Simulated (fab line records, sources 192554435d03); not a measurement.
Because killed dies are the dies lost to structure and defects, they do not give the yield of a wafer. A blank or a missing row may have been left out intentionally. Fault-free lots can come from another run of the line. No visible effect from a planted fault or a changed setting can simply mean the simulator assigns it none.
Which of the tools did it?	flow n5 finfet	69 wafers from 23 lots sampled at 5 of the route's 1938 steps

== WHAT EACH GAUGE READ, for each wafer ==
N5_BEOL_M8_THK_MEAS_53: measures by xrf. Usual: for M8_THK the level is 78.9 nm and the standard deviation is 1.9.
lot	measured	on	M8_THK (nm)	flag
L074	day 9 21:43	film metro-01	80.6 75.0 78.3	
L075	day 10 03:23	film metro-01	80.2 77.9 80.0	
L076	day 10 10:57	film metro-02	79.9 79.7 79.1	
L077	day 10 13:35	film metro-02	79.3 78.5 79.8	
L078	day 10 12:52	film metro-02	77.3 79.1 80.8	
L079	day 11 06:29	film metro-01	79.7 75.8 79.2	
L080	day 11 14:45	film metro-02	79.3 81.1 78.6	
L081	day 11 18:07	film metro-01	78.4 80.4 78.4	
L082	day 11 17:54	film metro-02	75.1 75.9 76.6	
L083	day 11 19:33	film metro-01	82.6 77.3 78.0	
L084	day 11 20:05	film metro-01	79.1 78.0 79.2	
L085	day 12 17:30	film metro-01	76.7 75.5 79.1	
L086	day 13 00:04	film metro-01	78.2 79.3 78.4	
L089	day 13 09:20	film metro-01	78.8 79.9 77.1	
L088	day 13 18:07	film metro-02	80.9 81.7 77.0	
L090	day 14 03:51	film metro-02	79.5 81.6 79.2	
L087	day 14 01:26	film metro-02	78.1 80.8 78.2	
L092	day 14 12:10	film metro-01	75.7 76.5 77.7	
L094	day 14 18:12	film metro-01	75.4 77.8 79.3	
L093	day 14 23:11	film metro-01	78.5 75.9 78.2	
L091	day 15 01:20	film metro-02	82.3 79.1 80.1	
L095	day 15 02:00	film metro-02	74.2 82.2 77.4	
L097	day 15 14:34	film metro-01	80.8 77.0 77.1	

N5_BEOL_M9_THK_MEAS_01. Usual: for M9_ILD_THK the level is 266 nm and the standard deviation is 3.9.
lot	measured	on	M9_ILD_THK (nm)	flag
L074	day 9 22:32	film metro-02	267 267 266	
L075	day 10 04:46	film metro-02	267 271 274	
L076	day 10 11:46	film metro-01	265 268 266	
L077	day 10 14:26	film metro-02	266 272 267	
L078	day 10 13:41	film metro-02	262 262 267	
L079	day 11 07:16	film metro-01	263 266 267	
L080	day 11 15:34	film metro-01	264 267 268	
L081	day 11 18:55	film metro-01	259 265 259	
L082	day 11 18:43	film metro-02	264 267 270	
L083	day 11 20:20	film metro-01	261 263 265	
L084	day 11 20:52	film metro-01	260 260 264	
L085	day 12 18:17	film metro-01	269 274 269	
L086	day 13 00:52	film metro-02	264 268 269	
L089	day 13 10:11	film metro-02	265 272 269	
L088	day 13 19:46	film metro-01	266 267 270	
L090	day 14 05:07	film metro-02	261 266 263	
L087	day 14 02:17	film metro-01	262 269 266	
L092	day 14 12:58	film metro-02	264 259 268	
L094	day 14 20:43	film metro-02	265 261 268	
L093	day 15 00:04	film metro-02	264 265 268	
L091	day 15 02:07	film metro-01	257 261 267	
L095	day 15 02:47	film metro-01	266 267 271	
L097	day 15 15:38	film metro-01	267 276 272	

== WHAT TOOL EACH LOT RAN ON (gives the tool, then ch and the chambers of the sampled wafers, and finally the start) ==
lot	N5_BEOL_M8_STRIP_19	N5_BEOL_M8_VIA_ETCH_34	N5_BEOL_M9_ILD_DEP_00
L074	rie diel-02 ch 2,3, day 9 17:51	rie diel-03 ch 0,2,3, day 9 18:57	pecvd-04 ch 0,1,2, day 9 21:56
L075	rie diel-03 ch 0,1,2, day 9 21:50	rie diel-04 ch 0,1,2, day 9 22:47	pecvd-01 ch 0,2, day 10 03:35
L076	rie diel-02 ch 1,3, day 10 05:38	rie diel-04 ch 0,1,3, day 10 07:59	pecvd-04 ch 0,1,2, day 10 11:11
L077	rie diel-02 ch 1,3, day 10 08:41	rie diel-03 ch 0,1,3, day 10 10:52	pecvd-04 ch 0,1, day 10 13:49
L078	rie diel-03 ch 1,2,3, day 10 08:57	rie diel-03 ch 0,1, day 10 10:14	pecvd-02 ch 0,1,2, day 10 13:05
L079	rie diel-03 ch 1,2, day 11 01:51	rie diel-02 ch 0,1, day 11 02:32	pecvd-04 ch 0,2, day 11 06:40
L080	rie diel-03 ch 0,3, day 11 08:29	rie diel-03 ch 0,2,3, day 11 10:41	pecvd-04 ch 0,1,2, day 11 14:58
L081	rie diel-02 ch 0,2,3, day 11 11:40	rie diel-02 ch 0,1,3, day 11 13:52	pecvd-04 ch 1,2, day 11 18:19
L082	rie diel-03 ch 0,2,3, day 11 12:10	rie diel-02 ch 0,1,2, day 11 14:15	pecvd-01 ch 0,1, day 11 18:05
L083	rie diel-03 ch 0,2,3, day 11 15:36	rie diel-02 ch 0,2, day 11 16:50	pecvd-02 ch 0,1,2, day 11 19:44
L084	rie diel-02 ch 0,1, day 11 16:11	rie diel-04 ch 0,1,2, day 11 17:07	pecvd-02 ch 1,2, day 11 20:17
L085	rie diel-04 ch 0,1, day 12 12:39	rie diel-02 ch 0,2,3, day 12 13:32	pecvd-04 ch 1,2, day 12 17:42
L086	rie diel-02 ch 0,3, day 12 18:02	rie diel-04 ch 0,1,3, day 12 20:49	pecvd-01 ch 0,1,2, day 13 00:16
L089	rie diel-03 ch 0,2,3, day 13 05:26	rie diel-02 ch 0,2,3, day 13 06:22	pecvd-01 ch 1,2, day 13 09:35
L088	rie diel-03 ch 1,3, day 13 12:09	rie diel-02 ch 0,1,2, day 13 13:57	pecvd-01 ch 1,2, day 13 18:20
L090	rie diel-03 ch 1,3, day 13 18:57	rie diel-04 ch 1,2, day 13 22:08	pecvd-02 ch 0,1, day 14 04:02
L087	rie diel-04 ch 0,2,3, day 13 20:25	rie diel-03 ch 1,2,3, day 13 22:23	pecvd-01 ch 0,1, day 14 01:40
L092	rie diel-04 ch 0,2,3, day 14 06:13	rie diel-02 ch 0,2,3, day 14 08:13	pecvd-02 ch 0,1,2, day 14 12:22
L094	rie diel-04 ch 0,1,2, day 14 13:29	rie diel-03 ch 1,2,3, day 14 14:54	pecvd-02 ch 1,2, day 14 18:23
L093	rie diel-02 ch 1,3, day 14 16:01	rie diel-04 ch 0,1,2, day 14 17:05	pecvd-04 ch 0,1, day 14 23:23
L091	rie diel-04 ch 0,2,3, day 14 20:16	rie diel-04 ch 1,2,3, day 14 22:47	pecvd-02 ch 0,1,2, day 15 01:31
L095	rie diel-02 ch 0,1,3, day 14 21:20	rie diel-02 ch 1,2, day 14 23:03	pecvd-01 ch 0,1,2, day 15 02:11
L097	rie diel-03 ch 2,3, day 15 08:56	rie diel-02 ch 1,2,3, day 15 11:09	pecvd-01 ch 0,1, day 15 14:46
- N5_BEOL_M8_STRIP_19: strips in O2.
- N5_BEOL_M8_VIA_ETCH_34: etches SiCOH lowk in C4F6/O2, target depth 125.5 nm, time 50.5 s.
- N5_BEOL_M9_ILD_DEP_00: deposits SiCOH lowk from DEMS/porogen, target thk 308.51 nm, time 58 s.

== WHAT THE TOOLS THEMSELVES READ (means of the sampled wafers that have a number; where no wafer has one, the mark that the record gives instead) ==
N5_BEOL_M8_STRIP_19. Usual: drypump motor current A 5.9 A, standard deviation 0.35; oes product au 0.78 a.u., standard deviation 0.087; rf vpp V 3.7 V, standard deviation 0.59; showerhead plenum p Torr 2.06 Torr, standard deviation 0.065; throttle valve pct 16.62 %, standard deviation 0.21.
lot	tool	drypump motor current A (A)	oes product au (a.u.)	rf vpp V (V)	showerhead plenum p Torr (Torr)	throttle valve pct (%)	flag
L074	rie diel-02	5.8	0.79	3.3	2.16	16.64	
L075	rie diel-03	6.1	0.75	3.6	2.05	16.69	
L076	rie diel-02	5.7	0.82	4.0	2.10	16.57	
L077	rie diel-02	5.7	0.82	4.1	2.10	16.56	
L078	rie diel-03	6.1	0.73	3.5	2.05	16.80	
L079	rie diel-03	6.0	0.75	3.6	2.08	16.66	
L080	rie diel-03	6.0	0.73	3.4	1.99	16.73	
L081	rie diel-02	5.9	0.80	3.8	2.10	16.64	
L082	rie diel-03	5.9	0.73	2.9	2.02	16.70	
L083	rie diel-03	5.9	0.72	3.9	2.02	16.71	
L084	rie diel-02	6.1	0.71	3.1	2.04	16.55	
L085	rie diel-04	6.0	0.85	4.0	2.15	16.32	
L086	rie diel-02	5.8	0.83	3.1	2.08	16.61	
L089	rie diel-03	5.9	0.71	3.7	2.01	16.72	
L088	rie diel-03	6.1	0.78	4.3	2.01	16.83	
L090	rie diel-03	6.1	0.77	4.1	2.01	16.84	
L087	rie diel-04	5.7	0.88	3.6	2.13	16.48	
L092	rie diel-04	5.6	0.88	3.4	2.13	16.48	
L094	rie diel-04	6.1	0.85	4.0	2.09	16.36	
L093	rie diel-02	5.7	0.86	3.5	2.09	16.48	
L091	rie diel-04	5.6	0.86	3.6	2.12	16.49	
L095	rie diel-02	6.0	0.84	3.8	2.05	16.49	
L097	rie diel-03	5.7	0.70	4.1	2.04	16.73	

N5_BEOL_M8_VIA_ETCH_34. Usual: drypump motor current A 5.9 A (standard deviation 0.38); mfc ar sccm 299.9 sccm (standard deviation 0.92); oes_ar_750_au 0.79 a.u. (standard deviation 0.078); oes product au 0.79 a.u. (standard deviation 0.083); rf vpp V 668 V (standard deviation 12); showerhead plenum p Torr 2.83 Torr (standard deviation 0.093); throttle valve pct 20.84 % (standard deviation 0.2).
lot	tool	drypump motor current A (A)	mfc ar sccm (sccm)	oes_ar_750_au (a.u.)	oes product au (a.u.)	rf vpp V (V)	showerhead plenum p Torr (Torr)	throttle valve pct (%)	flag
L074	rie diel-03	5.9	301.0	0.74	0.74	665	2.77	20.90	
L075	rie diel-04	6.1	299.5	0.81	0.81	666	2.86	20.67	
L076	rie diel-04	5.7	299.2	0.86	0.86	667	2.89	20.67	
L077	rie diel-03	6.2	299.3	0.71	0.71	668	2.74	20.99	
L078	rie diel-03	6.4	299.9	0.71	0.71	659	2.77	20.97	
L079	rie diel-02	6.3	300.9	0.78	0.78	663	2.78	20.83	
L080	rie diel-03	5.9	299.4	0.73	0.73	665	2.76	20.92	
L081	rie diel-02	5.9	300.3	0.78	0.78	669	2.83	20.92	
L082	rie diel-02	6.1	300.1	0.73	0.73	664	2.83	20.84	
L083	rie diel-02	6.1	300.2	0.75	0.75	665	2.87	20.85	
L084	rie diel-04	6.0	300.0	0.80	0.79	666	2.86	20.70	
L085	rie diel-02	5.9	299.9	0.78	0.79	670	2.87	20.93	
L086	rie diel-04	5.8	299.7	0.83	0.83	669	2.88	20.70	
L089	rie diel-02	5.9	300.1	0.77	0.78	670	2.87	20.96	
L088	rie diel-02	6.1	300.9	0.83	0.83	664	2.83	20.75	
L090	rie diel-04	6.2	299.2	0.83	0.84	662	2.76	20.58	
L087	rie diel-03	6.1	300.2	0.79	0.78	658	2.78	20.95	
L092	rie diel-02	5.9	299.1	0.77	0.77	670	2.86	20.98	
L094	rie diel-03	6.1	299.5	0.79	0.78	658	2.77	20.96	
L093	rie diel-04	6.1	299.3	0.85	0.84	666	2.84	20.61	
L091	rie diel-04	5.8	300.1	0.83	0.83	673	2.79	20.74	
L095	rie diel-02	6.0	299.3	0.77	0.77	664	2.88	20.77	
L097	rie diel-02	5.8	300.8	0.79	0.80	671	2.88	20.87	

N5_BEOL_M9_ILD_DEP_00. Usual: heater power outer w 148 W, standard deviation 35; heater power w 315 W, standard deviation 51; showerhead plenum p Torr 5.737 Torr, standard deviation 0.018; throttle valve pct 14.2 %, standard deviation 0.77.
lot	tool	heater power outer w (W)	heater power w (W)	showerhead plenum p Torr (Torr)	throttle valve pct (%)	flag
L074	pecvd-04	140	308	5.732	14.4	
L075	pecvd-01	155	333	5.730	13.9	
L076	pecvd-04	121	285	5.732	14.2	
L077	pecvd-04	129	312	5.744	14.7	
L078	pecvd-02	135	286	5.733	14.2	
L079	pecvd-04	140	301	5.711	14.2	
L080	pecvd-04	138	310	5.726	14.3	
L081	pecvd-04	129	306	5.733	14.2	
L082	pecvd-01	174	348	5.760	14.8	
L083	pecvd-02	123	273	5.734	14.1	
L084	pecvd-02	160	322	5.744	13.8	
L085	pecvd-04	132	306	5.745	14.3	
L086	pecvd-01	143	306	5.747	13.8	
L089	pecvd-01	158	331	5.751	13.4	
L088	pecvd-01	184	365	5.754	13.1	
L090	pecvd-02	124	263	5.729	14.3	
L087	pecvd-01	160	326	5.740	14.8	
L092	pecvd-02	145	299	5.732	14.2	
L094	pecvd-02	147	296	5.732	13.9	
L093	pecvd-04	106	271	5.726	14.6	
L091	pecvd-02	158	317	5.732	14.2	
L095	pecvd-01	166	343	5.756	13.9	
L097	pecvd-01	172	356	5.744	14.6	

== THE ANSWER, worked out from the rows above alone ==
Rule: lot off if the mean of its wafers having a number is beyond 3 standard deviations from the usual mean. A lot without any number at a reading at which 4 lots or more have one is off too. Where the step has rows for the other lots, those lots are counted as sound. After the gauges, taken in route order, come the tools' own readings; for these a lot's mean is taken, as printed above. At the first step where some lot is off, the reading lying furthest off is the one used; lots without a number count as furthest.
Nothing can be told from this: no lot is off at any reading shown.

== WHAT HAD BEEN PUT IN BY THE SIMULATOR ==
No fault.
